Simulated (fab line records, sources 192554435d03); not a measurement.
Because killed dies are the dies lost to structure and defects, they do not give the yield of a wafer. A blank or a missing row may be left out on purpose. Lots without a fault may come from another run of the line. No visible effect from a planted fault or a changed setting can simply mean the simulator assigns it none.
fab line records	flow n5Finfet
record lots=7	wafers=21
route steps=1938 shown FIN_SAQP@147 FIN_CUT@155 DUMMY_GATE@224 SD_EPI_N@267 SDB@348
startH: hours from the record's first day to the start of the lot's first wafer shown	waitH: hours elapsed since this lot's preceding step	" identical to the entry in the row above	L1.1+2: one row covering several wafers at once	- no value present, or no start provided	* or withheld: withheld	< > ~ a bound
route shown NAME@n: names a module that has steps shown in the file, with the first one's number in the route	usual: average and standard deviation across the fault-free wafers	same: alike in all rows	chamber/n: place in a boat	sites: each site's reading	_std_site: how widely they spread, as a standard deviation	_edge_site: inner sites' mean taken away from outer sites' mean	radiusMm: for every site, how far away it sits from the centre of the wafer	mask NAME#n: copy n	behind: the most recent tool/chamber to have shaped the wafer	hold: reason for holding the lot/hours on hold/outcome of the hold	device: the n, p or np transistor that did not switch	end of line: at the end of the route, the tests of the same wafers	for a step that has no rows: nothing shown but its recipe	killed: not the wafer's yield, but the dies lost to structure and defects at the first sort	map: a wafer's dies, x killed, . not, _ none there
set.NAME: the setting the step ran with; set.NAME@STEP: the setting that earlier step ran with	model.NAME: the simulator's own value behind a step, which no gauge read
lots where settings were altered on purpose, with a table for each step and a row for each wafer
## steps
# step N5_FIN_SAQP_FIN_ETCH_36
# recipe chemistry=HBr/Cl2/O2	targetDepthA=1200	maskMaterial=SiNx	timeS=50.4	biasW=102	pressureMtorr=10	icpW=800	HBr_flow_sccm=150	Cl2_flow_sccm=80	O2_flow_sccm=12
# usual oesProductAu=1.011/0.019
lot.wafer	tool	chamber	startH	waitH	set.icpW	oesProductAu
L074.4	rieSi-06	1	26.50	0.0	800	1.000
L074.5	"	0	"	"	704.2	0.985
L074.6	"	3	"	"	704.2	0.982
L076.1	rieSi-06	0	38.52	0.0	800	1.019
L076.2	"	3	"	"	800	1.032
L076.6	"	0	"	"	800	1.027
L080.1	rieSi-01	0	62.17	0.0	942.3	1.074
L080.2	"	1	"	"	800	1.010
L080.5	"	2	"	"	800	1.019
L084.2	rieSi-04	3	86.32	0.0	800	1.032
L084.3	"	0	"	"	800	1.023
L084.6	"	2	"	"	800	1.013
L088.1	rieSi-04	3	111.50	0.0	800	1.046
L088.2	"	0	"	"	722.7	0.996
L088.5	"	3	"	"	800	1.054
L093.1	rieSi-01	3	140.25	0.0	800	1.007
L093.3	"	1	"	"	800	1.007
L093.6	"	0	"	"	734.6	0.979
L097.1	rieSi-01	2	166.98	0.0	800	1.020
L097.2	"	3	"	"	800	1.004
L097.6	"	3	"	"	886.3	1.035
# step N5_FIN_CUT_COAT_19
# recipe resist=SiARC	tempC=220	timeS=60	spinRpm=1500	resistThkNm=20
lot.wafer	tool	chamber	startH	waitH	set.spinRpm	model.SiARC_of_FIN_CUT_COAT_19.thkNm
L074.4+6	lithoTrack-05	0	-	-	1433	20.4
L074.5	"	0	"	"	1500	20
L076.1	lithoTrack-05	0	-	-	1500	20
L076.2+6	"	0	"	"	1412	20.6
L080.1+5	lithoTrack-02	0	-	-	1500	20
L080.2	"	0	"	"	1364	20.8
L084.2+3+6	lithoTrack-02	0	-	-	1500	20
L088.1+2	lithoTrack-05	0	-	-	1500	20
L088.5	"	0	"	"	1629	19
L093.1	lithoTrack-01	0	-	-	1546	19.8
L093.3+6	"	0	"	"	1500	20
L097.1+2	lithoTrack-02	0	-	-	1441	20.4
L097.6	"	0	"	"	1500	20
# step N5_FIN_CUT_COAT_29
# recipe resist=underlayer	tempC=205	timeS=60	spinRpm=1500	resistThkNm=10
# step N5_FIN_CUT_COAT_02
# recipe resist=CAR-EUV	spinRpm=1500	resistThkNm=30
# step N5_FIN_CUT_DESCUM_13
# recipe chemistry=O2	timeS=7	sourcePowerW=50	biasPowerW=20	pressureMtorr=20	rfFrequencyHz=2.712e+07	tempC=40	resist=CAR-EUV	o2FlowSccm=225
# step N5_FIN_CUT_ETCH_30
# recipe chemistry=N2/H2	target=underlayer	targetDepthA=130	maskMaterial=CAR-EUV	timeS=10.4	ionEnergyEv=200	pressureMtorr=30	sourceW=840	biasW=150	n2FlowSccm=200	h2FlowSccm=200	ends=cleared
# step N5_FIN_CUT_ETCH_20
# recipe chemistry=CF4	target=SiARC	targetDepthA=260	maskMaterial=CAR-EUV	timeS=43.3	ionEnergyEv=80	pressureMtorr=40	sourceW=545	biasW=36	Ar_flow_sccm=100	cf4FlowSccm=100	ends=cleared
lot.wafer	tool	chamber	startH	waitH	set.spinRpm@FIN_CUT_COAT_19	model.etch.depthNm
L074.4	rieDiel-04	3	27.47	0.0	1433	20.41
L074.5	"	2	"	"	1500	19.95
L074.6	"	3	"	"	1433	20.44
L076.1	rieDiel-02	2	39.33	0.0	1500	19.97
L076.2	"	0	"	"	1412	20.57
L076.6	"	2	"	"	1412	20.61
L080.1	rieDiel-02	1	62.90	0.0	1500	19.92
L080.2	"	0	"	"	1364	20.88
L080.5	"	2	"	"	1500	19.93
L084.2	rieDiel-06	1	87.05	0.0	1500	20
L084.3	"	2	"	"	1500	20.08
L084.6	"	0	"	"	1500	20.06
L088.1	rieDiel-06	0	112.36	0.0	1500	19.98
L088.2	"	1	"	"	1500	19.95
L088.5	"	1	"	"	1629	19.1
L093.1	rieDiel-02	1	141.12	0.0	1546	19.82
L093.3	"	3	"	"	1500	20.1
L093.6	"	2	"	"	1500	20.06
L097.1	rieDiel-02	0	167.71	0.0	1441	20.43
L097.2	"	1	"	"	1441	20.42
L097.6	"	1	"	"	1500	20.04
# step N5_DUMMY_GATE_COAT_28
# recipe resist=underlayer	tempC=205	timeS=60	spinRpm=1500	resistThkNm=10
lot.wafer	tool	chamber	startH	waitH	set.spinRpm	model.underlayer_of_DUMMY_GATE_COAT_28.thkNm
L074.4+5+6	lithoTrack-03	0	-	-	1500	10
L076.1+2	lithoTrack-04	0	-	-	1431	10.2
L076.6	"	0	"	"	1500	10
L080.1+2+5	lithoTrack-04	0	-	-	1500	10
L084.2+3+6	lithoTrack-03	0	-	-	1500	10
L088.1+2+5	lithoTrack-05	0	-	-	1500	10
L093.1	lithoTrack-05	0	-	-	1650	9.6
L093.3+6	"	0	"	"	1500	10
L097.1	lithoTrack-04	0	-	-	1500	10
L097.2+6	"	0	"	"	1600	9.6
# step N5_SD_EPI_N_EXPOSE_06
# recipe maskId=SD_N_BLK	na=1.35	sourceShape=conventional	sigmaOuter=0.8	polarization=unpolarized	targetCdNm=120	doseMj=39.75
lot.wafer	tool	chamber	startH	waitH	mask	set.doseMj
L074.4+5	arfiScanner-02	0	52.60	-	SD_N_BLK#0	39.75
L074.6	"	0	"	"	SD_N_BLK#0	38.68
L076.1+2+6	arfiScanner-03	0	62.64	-	SD_N_BLK#0	39.75
L080.1+5	arfiScanner-01	0	84.38	-	SD_N_BLK#0	39.75
L080.2	"	0	"	"	SD_N_BLK#0	41.1
L084.2+3+6	arfiScanner-03	0	107.85	-	SD_N_BLK#0	39.75
L088.1+2	arfiScanner-03	0	134.21	-	SD_N_BLK#0	42.03
L088.5	"	0	"	"	SD_N_BLK#0	39.75
L093.1+6	arfiScanner-03	0	161.41	-	SD_N_BLK#0	37.08
L093.3	"	0	"	"	SD_N_BLK#0	39.75
L097.1	arfiScanner-02	0	188.65	-	SD_N_BLK#0	39.75
L097.2+6	"	0	"	"	SD_N_BLK#0	38.59
# step N5_SD_EPI_N_PEB_07
# recipe pebTempC=110	pebTimeS=60	resist=CAR-ArF-block
# step N5_SD_EPI_N_DEVELOP_08
# recipe developTimeS=30	developer=TMAH	resist=CAR-ArF-block	devTempC=23	rinseLiquid=diw	dry=airSpin
# step N5_SD_EPI_N_CD_MEAS_09
# recipe targetCdNm=120	landingEnergyEv=500	detector=seInlens
# usual cdNm=120.0/0.57
lot.wafer	tool	chamber	startH	waitH	set.doseMj@SD_EPI_N_EXPOSE_06	cdNm
L074.4	cdSem-02	0	52.71	-	39.75	121.2
L074.5	"	0	"	"	39.75	121.3
L074.6	"	0	"	"	38.68	119.5
L076.1	cdSem-01	0	62.76	-	39.75	119.3
L076.2	"	0	"	"	39.75	120.2
L076.6	"	0	"	"	39.75	119.7
L080.1	cdSem-01	0	84.50	-	39.75	120.4
L080.2	"	0	"	"	41.1	122.1
L080.5	"	0	"	"	39.75	120.3
L084.2	cdSem-02	0	107.97	-	39.75	119.2
L084.3	"	0	"	"	39.75	119.5
L084.6	"	0	"	"	39.75	120.8
L088.1	cdSem-03	0	134.33	-	42.03	123.1
L088.2	"	0	"	"	42.03	124.0
L088.5	"	0	"	"	39.75	119.3
L093.1	cdSem-01	0	161.53	-	37.08	114.9
L093.3	"	0	"	"	39.75	120.3
L093.6	"	0	"	"	37.08	114.7
L097.1	cdSem-03	0	188.77	-	39.75	119.2
L097.2	"	0	"	"	38.59	116.9
L097.6	"	0	"	"	38.59	117.6
# step N5_SD_EPI_N_DESCUM_14
# recipe chemistry=O2	timeS=7.9	sourcePowerW=50	biasPowerW=20	pressureMtorr=20	rfFrequencyHz=2.712e+07	tempC=40	resist=CAR-ArF-block	o2FlowSccm=225
lot.wafer	tool	chamber	startH	waitH	set.doseMj@SD_EPI_N_EXPOSE_06	model.SD_EPI_N.cdNm
L074.4	rieDiel-05	1	52.80	0.0	39.75	121
L074.5	"	2	"	"	39.75	121.6
L074.6	"	1	"	"	38.68	119.4
L076.1	rieDiel-05	0	62.85	0.0	39.75	119.4
L076.2	"	1	"	"	39.75	120.2
L076.6	"	1	"	"	39.75	120
L080.1+5	rieDiel-03	2,0	84.59	0.0	39.75	120
L080.2	"	0	"	"	41.1	121.8
L084.2+3	rieDiel-03	3,0	108.06	0.0	39.75	119.4
L084.6	"	0	"	"	39.75	120.2
L088.1	rieDiel-03	2	134.46	0.1	42.03	123
L088.2	"	3	"	"	42.03	124.2
L088.5	"	2	"	"	39.75	119
L093.1	rieDiel-01	0	162.12	0.5	37.08	115
L093.3	"	2	"	"	39.75	120
L093.6	"	3	"	"	37.08	114.8
L097.1	rieDiel-05	1	188.86	0.0	39.75	-
L097.2	"	0	"	"	38.59	117.2
L097.6	"	3	"	"	38.59	117.4
# step N5_SD_EPI_N_ETCH_34
# recipe chemistry=CF4	target=SiARC	targetDepthA=455	maskMaterial=CAR-ArF-block	timeS=75.8	ionEnergyEv=80	pressureMtorr=40	sourceW=545	biasW=36	Ar_flow_sccm=100	cf4FlowSccm=100	ends=cleared
lot.wafer	tool	chamber	startH	waitH	set.doseMj@SD_EPI_N_EXPOSE_06	model.SD_EPI_N.cdNm
L074.4	rieDiel-05	1	52.83	0.0	39.75	121
L074.5	"	2	"	"	39.75	121.4
L074.6	"	1	"	"	38.68	119.2
L076.1	rieDiel-05	0	62.88	0.0	39.75	119.4
L076.2	"	1	"	"	39.75	120.4
L076.6	"	1	"	"	39.75	120.2
L080.1	rieDiel-03	2	84.63	0.0	39.75	119.6
L080.2	"	0	"	"	41.1	121.8
L080.5	"	0	"	"	39.75	119.8
L084.2	rieDiel-03	3	108.09	0.0	39.75	119.2
L084.3	"	0	"	"	39.75	119.4
L084.6	"	0	"	"	39.75	120
L088.1	rieDiel-03	2	134.50	0.0	42.03	123
L088.2	"	3	"	"	42.03	124
L088.5	"	2	"	"	39.75	118.8
L093.1+6	rieDiel-01	0,3	162.16	0.0	37.08	114.8
L093.3	"	2	"	"	39.75	120
L097.1	rieDiel-05	1	188.89	0.0	39.75	119
L097.2+6	"	0,3	"	"	38.59	117.2
# step N5_SD_EPI_N_ETCH_35
# recipe chemistry=N2/H2	target=SOC	overetchA=1080	maskMaterial=SiARC	tempC=40	ionEnergyEv=100	sourceW=3000	biasW=133	pressureMtorr=20	timeS=486	n2FlowSccm=200	h2FlowSccm=200
lot.wafer	tool	chamber	startH	waitH	set.doseMj@SD_EPI_N_EXPOSE_06	model.SD_EPI_N.cdNm
L074.4	rieDiel-05	1	52.89	0.0	39.75	121.4
L074.5	"	2	"	"	39.75	121.8
L074.6	"	1	"	"	38.68	120.2
L076.1	rieDiel-05	0	62.94	0.0	39.75	119.4
L076.2	"	1	"	"	39.75	121.4
L076.6	"	1	"	"	39.75	120.6
L080.1	rieDiel-03	2	84.68	0.0	39.75	119.4
L080.2	"	0	"	"	41.1	121.6
L080.5	"	0	"	"	39.75	120.6
L084.2	rieDiel-03	3	108.15	0.0	39.75	118.2
L084.3	"	0	"	"	39.75	120
L084.6	"	0	"	"	39.75	120.8
L088.1	rieDiel-03	2	134.55	0.0	42.03	123.6
L088.2	"	3	"	"	42.03	122.2
L088.5	"	2	"	"	39.75	119.8
L093.1	rieDiel-01	0	162.21	0.0	37.08	115
L093.3	"	2	"	"	39.75	120.6
L093.6	"	3	"	"	37.08	114
L097.1	rieDiel-05	1	188.95	0.0	39.75	119.2
L097.2+6	"	0,3	"	"	38.59	116.2
# step N5_SD_EPI_N_STRIP_36
# recipe chemistry=N2/H2	tempC=40	n2FlowSccm=200	h2FlowSccm=200	rfFrequencyHz=6e+07
# step N5_SD_EPI_N_ETCHBACK_44
# recipe chemistry=CH3F/O2	mode=anisotropicEtchback	target=SiNx	targetDepthA=145	stopOn=SiO2	overEtchFrac=0.3	ionEnergyEv=120	pressureMtorr=30	sourceW=395	biasW=73	Ar_flow_sccm=150	CH3F_flow_sccm=30	O2_flow_sccm=20
lot.wafer	tool	chamber	startH	waitH	set.doseMj@SD_EPI_N_EXPOSE_06	model.SD_EPI_N.cdNm
L074.4	rieDiel-05	1	53.21	0.0	39.75	121.4
L074.5	"	2	"	"	39.75	121.8
L074.6	"	1	"	"	38.68	120.2
L076.1	rieDiel-05	0	63.26	0.0	39.75	119.4
L076.2	"	1	"	"	39.75	121.4
L076.6	"	1	"	"	39.75	120.6
L080.1	rieDiel-03	2	85.01	0.0	39.75	119.6
L080.2	"	0	"	"	41.1	121.6
L080.5	"	0	"	"	39.75	120.8
L084.2	rieDiel-03	3	108.47	0.0	39.75	118.2
L084.3	"	0	"	"	39.75	120
L084.6	"	0	"	"	39.75	120.8
L088.1	rieDiel-03	2	134.88	0.0	42.03	123.6
L088.2	"	3	"	"	42.03	122.2
L088.5	"	2	"	"	39.75	119.6
L093.1	rieDiel-01	0	162.54	0.0	37.08	115
L093.3	"	2	"	"	39.75	120.4
L093.6	"	3	"	"	37.08	114
L097.1	rieDiel-05	1	189.27	0.0	39.75	119.2
L097.2	"	0	"	"	38.59	116
L097.6	"	3	"	"	38.59	116.2
# step N5_SD_EPI_N_ETCH_16
# recipe chemistry=CHF3/O2	target=SiO2	targetDepthA=50	maskMaterial=SOC	pressureMtorr=30	sourceW=650	biasW=170	Ar_flow_sccm=200	CHF3_flow_sccm=50	O2_flow_sccm=5	ionEnergyEv=200
lot.wafer	tool	chamber	startH	waitH	set.targetDepthA	set.doseMj@SD_EPI_N_EXPOSE_06	model.SD_EPI_N.cdNm
L074.4	rieDiel-05	1	53.41	0.1	50	39.75	121.4
L074.5	"	2	"	"	50	39.75	121.8
L074.6	"	1	"	"	50	38.68	120.2
L076.1	rieDiel-05	0	63.46	0.1	50	39.75	119.4
L076.2	"	1	"	"	50	39.75	121.4
L076.6	"	1	"	"	50	39.75	120.6
L080.1	rieDiel-03	2	85.21	0.1	50	39.75	119.6
L080.2	"	0	"	"	50	41.1	121.4
L080.5	"	0	"	"	50	39.75	120.6
L084.2	rieDiel-03	3	108.67	0.1	50	39.75	118.2
L084.3	"	0	"	"	50	39.75	119.8
L084.6	"	0	"	"	50	39.75	120.8
L088.1	rieDiel-03	2	135.08	0.1	54.46	42.03	123.6
L088.2	"	3	"	"	50	42.03	122.2
L088.5	"	2	"	"	50	39.75	119.8
L093.1	rieDiel-01	0	162.74	0.1	50	37.08	115
L093.3	"	2	"	"	50	39.75	120.4
L093.6	"	3	"	"	50	37.08	114.2
L097.1	rieDiel-05	1	189.47	0.1	50	39.75	119.4
L097.2	"	0	"	"	50	38.59	116
L097.6	"	3	"	"	50	38.59	116.2
# step N5_SDB_COAT_03
# recipe resist=SOC	tempC=250	timeS=60	spinRpm=1500	resistThkNm=100
lot.wafer	tool	chamber	startH	waitH	set.spinRpm	model.SOC_of_SDB_COAT_03.thkNm
L074.4	lithoTrack-03	0	69.71	0.0	1500	100.2
L074.5+6	"	0	"	"	1374	104.4
L076.1	lithoTrack-03	0	78.64	0.1	1554	98
L076.2	"	0	"	"	1500	100.2
L076.6	"	0	"	"	1500	100
L080.1	lithoTrack-03	0	99.89	0.1	1598	96.6
L080.2	"	0	"	"	1500	100.2
L080.5	"	0	"	"	1500	100
L084.2	lithoTrack-04	0	123.23	0.1	1500	100.2
L084.3+6	"	0	"	"	1500	100.4
L088.1	lithoTrack-04	0	152.27	0.1	1559	98.4
L088.2	"	0	"	"	1559	98.6
L088.5	"	0	"	"	1500	100.4
L093.1	lithoTrack-02	0	178.65	0.1	1500	99.8
L093.3	"	0	"	"	1565	97.8
L093.6	"	0	"	"	1565	98.4
L097.1	lithoTrack-02	0	206.54	0.1	1652	95.2
L097.2	"	0	"	"	1500	100.4
L097.6	"	0	"	"	1500	100
# step N5_SDB_COAT_04
# recipe resist=SiARC	tempC=220	timeS=60	spinRpm=1500	resistThkNm=18
# step N5_SDB_COAT_05
# recipe resist=CAR-ArF	spinRpm=1500	resistThkNm=90
# step N5_SDB_DESCUM_16
# recipe chemistry=O2	timeS=7.9	sourcePowerW=50	biasPowerW=20	pressureMtorr=20	rfFrequencyHz=2.712e+07	tempC=40	resist=CAR-ArF	o2FlowSccm=225
# step N5_SDB_ETCH_17
# recipe chemistry=CF4	target=SiARC	targetDepthA=234	maskMaterial=CAR-ArF	timeS=39	ionEnergyEv=80	pressureMtorr=40	sourceW=545	biasW=36	Ar_flow_sccm=100	cf4FlowSccm=100	ends=cleared
# step N5_SDB_ETCH_18
# recipe chemistry=N2/H2	target=SOC	targetDepthA=1000	overetchA=200	maskMaterial=SiARC	tempC=40	timeS=150	ionEnergyEv=200	pressureMtorr=30	sourceW=840	biasW=150	n2FlowSccm=200	h2FlowSccm=200
lot.wafer	tool	chamber	startH	waitH	set.spinRpm@SDB_COAT_03	model.etch.depthNm
L074.4	rieDiel-01	3	70.77	0.0	1500	100.1
L074.5+6	"	2,1	"	"	1374	104.4
L076.1	rieDiel-01	3	79.36	0.0	1554	98.08
L076.2	"	0	"	"	1500	100.3
L076.6	"	0	"	"	1500	100
L080.1	rieDiel-01	2	101.70	0.0	1598	96.69
L080.2	"	1	"	"	1500	100.2
L080.5	"	0	"	"	1500	100.1
L084.2	rieDiel-03	2	123.75	0.0	1500	100.1
L084.3	"	3	"	"	1500	100.3
L084.6	"	2	"	"	1500	100.4
L088.1	rieDiel-03	3	152.79	0.0	1559	98.48
L088.2	"	2	"	"	1559	98.54
L088.5	"	3	"	"	1500	100.4
L093.1	rieDiel-01	1	179.18	0.0	1500	99.83
L093.3	"	2	"	"	1565	97.85
L093.6	"	3	"	"	1565	98.33
L097.1	rieDiel-05	0	207.36	0.0	1652	95.26
L097.2	"	2	"	"	1500	100.4
L097.6	"	3	"	"	1500	99.96
# step N5_SDB_STRIP_19
# recipe chemistry=N2/H2	tempC=40	n2FlowSccm=200	h2FlowSccm=200	rfFrequencyHz=6e+07
# step N5_SDB_STRIP_21
# recipe chemistry=CF4	resist=SiARC	powerW=300	biasPowerW=75	pressureMtorr=50	cf4FlowSccm=150	rfFrequencyHz=6e+07
# step N5_SDB_HM_OPEN_20
# recipe chemistry=CH3F/O2	target=SiNx	maskMaterial=SOC	targetDepthA=240	stopOn=poly-Si	overEtchFrac=0.4	ionEnergyEv=120	pressureMtorr=30	sourceW=395	biasW=73	Ar_flow_sccm=150	CH3F_flow_sccm=30	O2_flow_sccm=20
lot.wafer	tool	chamber	startH	waitH	set.spinRpm@SDB_COAT_03	model.SOC_of_SDB_COAT_03.thkNm
L074.4	rieDiel-01	3	70.93	0.0	1500	84.2
L074.5	"	2	"	"	1374	88.4
L074.6	"	1	"	"	1374	88.2
L076.1	rieDiel-01	3	79.51	0.0	1554	82
L076.2	"	0	"	"	1500	84.2
L076.6	"	0	"	"	1500	84
L080.1	rieDiel-01	2	101.86	0.0	1598	80.6
L080.2	"	1	"	"	1500	83.8
L080.5	"	0	"	"	1500	84
L084.2	rieDiel-03	2	123.91	0.0	1500	84.2
L084.3+6	"	3,2	"	"	1500	84.4
L088.1	rieDiel-03	3	152.95	0.0	1559	82.8
L088.2	"	2	"	"	1559	83
L088.5	"	3	"	"	1500	84.8
L093.1	rieDiel-01	1	179.34	0.0	1500	83.6
L093.3	"	2	"	"	1565	81.8
L093.6	"	3	"	"	1565	82.4
L097.1	rieDiel-05	0	207.52	0.0	1652	79.6
L097.2	"	2	"	"	1500	83.8
L097.6	"	3	"	"	1500	84.4
# step N5_SDB_STRIP_22
# recipe chemistry=N2/H2	powerW=1000	tempC=250	h2Frac=0.65	overashFraction=0.3	pressureMtorr=withheld	n2FlowSccm=1750	h2FlowSccm=3250
# usual stripTimeToEndpointS=96.2/0.46
lot.wafer	tool	chamber	startH	waitH	set.spinRpm@SDB_COAT_03	stripTimeToEndpointS
L074.4	plasmaAsher-01	0	71.05	0.1	1500	96.5
L074.5	"	0	"	"	1374	100.4
L074.6	"	1	"	"	1374	100.2
L076.1	plasmaAsher-02	1	79.60	0.1	1554	94.3
L076.2	"	0	"	"	1500	96.3
L076.6	"	1	"	"	1500	96.1
L080.1	plasmaAsher-02	0	101.94	0.1	1598	93.0
L080.2	"	1	"	"	1500	96.1
L080.5	"	1	"	"	1500	96.2
L084.2	plasmaAsher-01	1	123.99	0.1	1500	96.5
L084.3	"	1	"	"	1500	96.5
L084.6	"	0	"	"	1500	96.7
L088.1	plasmaAsher-01	1	153.03	0.1	1559	95.1
L088.2	"	0	"	"	1559	95.2
L088.5	"	0	"	"	1500	97.0
L093.1	plasmaAsher-01	0	179.42	0.1	1500	95.9
L093.3	"	0	"	"	1565	94.2
L093.6	"	0	"	"	1565	94.7
L097.1	plasmaAsher-02	0	207.64	0.1	1652	92.0
L097.2	"	1	"	"	1500	96.0
L097.6	"	0	"	"	1500	96.6
## key
split step=N5_FIN_SAQP_FIN_ETCH_36	setting=icpW	stated=800	by=wafer
response step=N5_FIN_SAQP_FIN_ETCH_36	reading=oesProductAu	change=+0.00305	per=1%	r=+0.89
split step=N5_FIN_CUT_COAT_19	setting=spinRpm	stated=1500	by=wafer
response step=N5_FIN_CUT_COAT_19	reading=model.SiARC_of_FIN_CUT_COAT_19.thkNm	change=-0.0992	per=1%	r=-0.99
response step=N5_FIN_CUT_ETCH_20	reading=model.etch.depthNm	change=-0.103	per=1%	r=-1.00
split step=N5_DUMMY_GATE_COAT_28	setting=spinRpm	stated=1500	by=wafer
response step=N5_DUMMY_GATE_COAT_28	reading=model.underlayer_of_DUMMY_GATE_COAT_28.thkNm	change=-0.0458	per=1%	r=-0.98
split step=N5_SD_EPI_N_EXPOSE_06	setting=doseMj	stated=39.75	by=wafer
response step=N5_SD_EPI_N_CD_MEAS_09	reading=cdNm	change=+0.735	per=1%	r=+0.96
response step=N5_SD_EPI_N_DESCUM_14	reading=model.SD_EPI_N.cdNm	change=+0.742	per=1%	r=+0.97
response step=N5_SD_EPI_N_ETCH_34	reading=model.SD_EPI_N.cdNm	change=+0.756	per=1%	r=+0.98
response step=N5_SD_EPI_N_ETCH_35	reading=model.SD_EPI_N.cdNm	change=+0.728	per=1%	r=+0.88
response step=N5_SD_EPI_N_ETCHBACK_44	reading=model.SD_EPI_N.cdNm	change=+0.723	per=1%	r=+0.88
response step=N5_SD_EPI_N_ETCH_16	reading=model.SD_EPI_N.cdNm	change=+0.708	per=1%	r=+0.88
split step=N5_SD_EPI_N_ETCH_16	setting=targetDepthA	stated=50	by=wafer
response none clear
split step=N5_SDB_COAT_03	setting=spinRpm	stated=1500	by=wafer
response step=N5_SDB_COAT_03	reading=model.SOC_of_SDB_COAT_03.thkNm	change=-0.499	per=1%	r=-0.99
response step=N5_SDB_ETCH_18	reading=model.etch.depthNm	change=-0.499	per=1%	r=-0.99
response step=N5_SDB_HM_OPEN_20	reading=model.SOC_of_SDB_COAT_03.thkNm	change=-0.468	per=1%	r=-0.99
response step=N5_SDB_STRIP_22	reading=stripTimeToEndpointS	change=*	per=1%	r=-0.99
